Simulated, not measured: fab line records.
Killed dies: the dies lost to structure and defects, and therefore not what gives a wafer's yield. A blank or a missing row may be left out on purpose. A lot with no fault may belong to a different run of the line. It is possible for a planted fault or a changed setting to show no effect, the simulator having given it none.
Struck lot and sound lot, side by side    flow nandHarc    37 steps out of a route of 1302
Sound: the wafers L449.3, L449.5, L449.6. Struck: wafer L463.2 (left out: L463.5, L463.6 of the same lot, which were not struck); the cause appears at the end.
For every step that has rows: the tool of each side, followed by ch and its chambers, followed by its first start. Under that, the readings that differ: sound wafers    struck wafers    difference of the means    sigmas: that difference in standard deviations of wafers without a fault.
alike: a reading whose means differ by less than 2 such deviations, as well as words and numbers matching on both sides. not compared: withheld readings; readings where some wafer has no value; bounds like >300 that might hide an equal value; numbers whose values overlap and for which the record gives no deviation.
A row with sigmas, a row that says differs or no value, or rows on one side alone: a step with any of these is where the two part. When numbers do not overlap yet have no deviation, they are printed without sigmas and do not part them. A reading missing from all wafers of one side parts the sides only when that side holds two or more wafers.

first, 2 steps without rows for these wafers: NHARC_A_STAIRCASE_ALD_415 (deposits SiO2, target thk 30 nm, pulse time 6 s, ald cycles 300); NHARC_A_STAIRCASE_ETCHBACK_416 (etches the open film in C4F8/O2/Ar, target depth 36 nm, time 7.2 s).
NHARC_A_STAIRCASE_STRIP_476: strips in O2, time 20 s.
  sound on rieDiel-04 ch 2,3, day 18 02:54; struck on rieDiel-02 ch 2, day 23 05:20
reading                   sound           struck  difference  sigmas
drypumpMotorCurrentA (A)  4.99 5.98 5.01  6.03    +0.70       +2
  alike: oesProductAu, rfVppV, showerheadPlenumPTorr, throttleValvePct
  not compared: rfHoursCounterH
then, 8 steps without rows for these wafers: NHARC_A_STAIRCASE_DEP_417 (deposits Si3N4, target thk 60 nm); NHARC_A_STAIRCASE_WET_418 (chemistry H3PO4, target depth 20 nm); NHARC_A_STAIRCASE_PRECLEAN_419 (cleans in SC1); NHARC_A_STAIRCASE_SRD_421; NHARC_A_STAIRCASE_ALD_420 (deposits SiO2, target thk 20 nm, pulse time 6 s, ald cycles 200); NHARC_A_STAIRCASE_CVD_552 (deposits SiNx, target thk 40 nm); NHARC_A_STAIRCASE_DEP_151 (deposits SiO2, target thk 7200 nm); NHARC_A_STAIRCASE_ANNEAL_320 (time 1800 s).
NHARC_A_STAIRCASE_DEP_322: deposits SiO2, target thk 7200 nm.
  sound on pecvd-04 ch 0,1,2, day 18 22:41; struck on pecvd-04 ch 0, day 24 00:32
  alike: heaterPowerW
then, 1 step without rows for these wafers: NHARC_A_STAIRCASE_ANNEAL_323 (time 1800 s).
NHARC_A_STAIRCASE_DEP_325: deposits SiO2, target thk 7200 nm.
  sound on pecvd-01 ch 1,2, day 19 06:05; struck on pecvd-04 ch 1, day 24 08:34
  alike: heaterPowerW
then, 10 steps without rows for these wafers: NHARC_A_STAIRCASE_ANNEAL_326 (time 1800 s); NHARC_A_STAIRCASE_DEHYDRATE_433 (time 120 s); NHARC_A_STAIRCASE_HMDS_434 (time 30 s); NHARC_A_STAIRCASE_COAT_435; NHARC_A_STAIRCASE_SOFTBAKE_436 (time 170 s); NHARC_A_STAIRCASE_EBR_437; NHARC_A_STAIRCASE_EXPOSE_438 (exposes mask STAIR REV); NHARC_A_STAIRCASE_PEB_439 (peb time 130 s); NHARC_A_STAIRCASE_DEVELOP_440 (time 140 s); NHARC_A_STAIRCASE_HARDBAKE_442 (time 140 s).
NHARC_A_STAIRCASE_DESCUM_443: chemistry O2, time 3 s.
  sound on rieDiel-11 ch 2,3, day 19 16:28; struck on rieDiel-11 ch 1, day 24 18:05
reading                       sound           struck  difference  sigmas
showerheadPlenumPTorr (Torr)  2.08 1.98 2.08  1.83    -0.22       -2
  alike: drypumpMotorCurrentA, oesProductAu, rfVppV, throttleValvePct
  not compared: rfHoursCounterH
then, 1 step without rows for these wafers: NHARC_A_STAIRCASE_ETCH_444 (etches the open film in C4F8/O2, target depth 20400 nm, time 6800 s).
NHARC_A_STAIRCASE_STRIP_446: strips in O2.
  sound on plasmaAsher-01 ch 0,1, day 19 21:05; struck on plasmaAsher-01 ch 1, day 24 22:36
reading              sound  struck  difference                    sigmas
rfHoursCounterH (h)  - - -  9       no value on the sound wafers  
  alike: drypumpMotorCurrentA, heaterPowerW
then, 7 steps without rows for these wafers: NHARC_A_STAIRCASE_STRIP_447 (strips in SPM, time 900 s); NHARC_A_STAIRCASE_PRECLEAN_448 (cleans in SC1); NHARC_A_STAIRCASE_SRD_449; NHARC_A_STAIRCASE_CMP_450 (polishes SiO2, target thk 200 nm); NHARC_A_STAIRCASE_CMP_152 (polishes); NHARC_A_STAIRCASE_SRD_154; NHARC_A_STAIRCASE_ETCH_403 (etches SiO2 in dHF, target depth 108.2 nm).
NHARC_A_STAIRCASE_ETCHBACK_422: etches the open film in CH3F/O2, target depth 40 nm, time 74.286 s.
  sound on rieDiel-04 ch 0,2,3, day 19 22:17; struck on rieDiel-04 ch 2, day 24 23:53
reading              sound           struck  difference  sigmas
oesProductAu (a.u.)  0.93 0.92 0.92  1.01    +0.09       +2
  alike: drypumpMotorCurrentA, rfVppV, showerheadPlenumPTorr, throttleValvePct
  not compared: rfHoursCounterH
then, 1 step without rows for these wafers: NHARC_A_STAIRCASE_ETCH_423 (etches SiO2 in dHF, target depth 30 nm).
-- break in the record here, with 5 days between the starts of the struck wafers on either side (left off in module A_STAIRCASE, picked up again in module END, where the first step shown is number 1302 on the route) --
NHARC_END_SORT_01:
  here the record holds rows for the struck wafers (prober-02 ch 0, day 30 02:49) but none for the sound ones

WHERE THEY PART
At NHARC_A_STAIRCASE_STRIP_476 first; at NHARC_END_SORT_01 last (within this record only).

WHY: whatever the simulator had introduced
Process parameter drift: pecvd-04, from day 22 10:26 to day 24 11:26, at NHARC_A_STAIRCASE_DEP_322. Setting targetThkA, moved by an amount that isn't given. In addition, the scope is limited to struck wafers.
